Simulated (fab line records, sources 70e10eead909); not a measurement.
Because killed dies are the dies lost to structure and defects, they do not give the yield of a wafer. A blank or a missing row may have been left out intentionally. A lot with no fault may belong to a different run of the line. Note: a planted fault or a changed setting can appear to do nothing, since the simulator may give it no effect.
Chamber matching | flow nand-harc | NHARC_A_CONTACT_ALD_18 on ald-metal-03 has 4 sister chambers
The step deposits TiN, target thk 3 nm, pulse time 1 s, ald cycles 150. 18 wafers are shown with their chamber, then 9 later ones without.

EACH WAFER AND ITS CHAMBER
wafer  | chamber | heater-power-w (W) | precursor-pulse-height-rel
L075.2 | 3       | 931                | 1.023
L075.4 | 2       | 1103               | 1.004
L075.6 | 2       | 1110               | 0.991
L080.2 | 3       | 938                | 1.004
L080.3 | 2       | 1117               | 1.023
L080.6 | 1       | 1197               | 1.024
L084.3 | 0       | 1018               | 1.022
L084.5 | 2       | 1118               | 1.013
L084.6 | 1       | 1199               | 1.016
L086.1 | 1       | 1197               | 0.997
L086.2 | 3       | 914                | 1.039
L086.4 | 0       | 1028               | 1.017
L085.1 | 0       | 1052               | 1.008
L085.4 | 3       | 938                | 0.996
L085.6 | 3       | 944                | 0.984
L091.4 | 3       | 950                | 0.964
L091.5 | 1       | 1187               | 0.974
L091.6 | 2       | 1103               | 0.968

SIGNATURES, as means of the wafers listed above
reading                    | chamber 0 | chamber 1 | chamber 2 | chamber 3 | scatter within a chamber
heater-power-w             | 1032.67   | 1195.00   | 1110.20   | 935.83    | 11
precursor-pulse-height-rel | 1.01567   | 1.00275   | 0.99980   | 1.00167   | 0.0224
Rule: a wafer's distance from a chamber is the root of the sum, over the readings, of the square of ((its reading less the chamber's mean) divided by the reading's scatter). If the next closest chamber is less than 2 further off than the closest, the wafer can't be placed; otherwise it belongs to the closest. The scatter: take each reading less its chamber's mean, square it, sum over the shown wafers, divide by the number of wafers less the number of chambers, and take the root.

WAFERS WITH NO CHAMBER GIVEN
wafer  | heater-power-w (W) | precursor-pulse-height-rel
L095.1 | 1125               | 0.980
L095.2 | 975                | 0.960
L095.3 | 995                | 1.007
L093.1 | 1184               | 1.023
L093.3 | 1063               | 0.986
L093.4 | 968                | 0.988
L097.1 | 1190               | 1.007
L097.3 | 956                | 1.012
L097.5 | 1100               | 0.970

WHICH CHAMBER EACH WENT THROUGH
wafer  | from the rows above     | in truth
L095.1 | 2                       | 2
L095.2 | can't be placed: 3 or 0 | 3
L095.3 | can't be placed: 0 or 3 | 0
L093.1 | 1                       | 1
L093.3 | can't be placed: 0 or 2 | 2
L093.4 | 3                       | 3
L097.1 | 1                       | 1
L097.3 | 3                       | 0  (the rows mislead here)
L097.5 | 2                       | 2
Correctly placed: 5 of 9. Not placeable from these rows: 3 (in 3, the candidates include the true chamber). Number placed wrongly: 1.
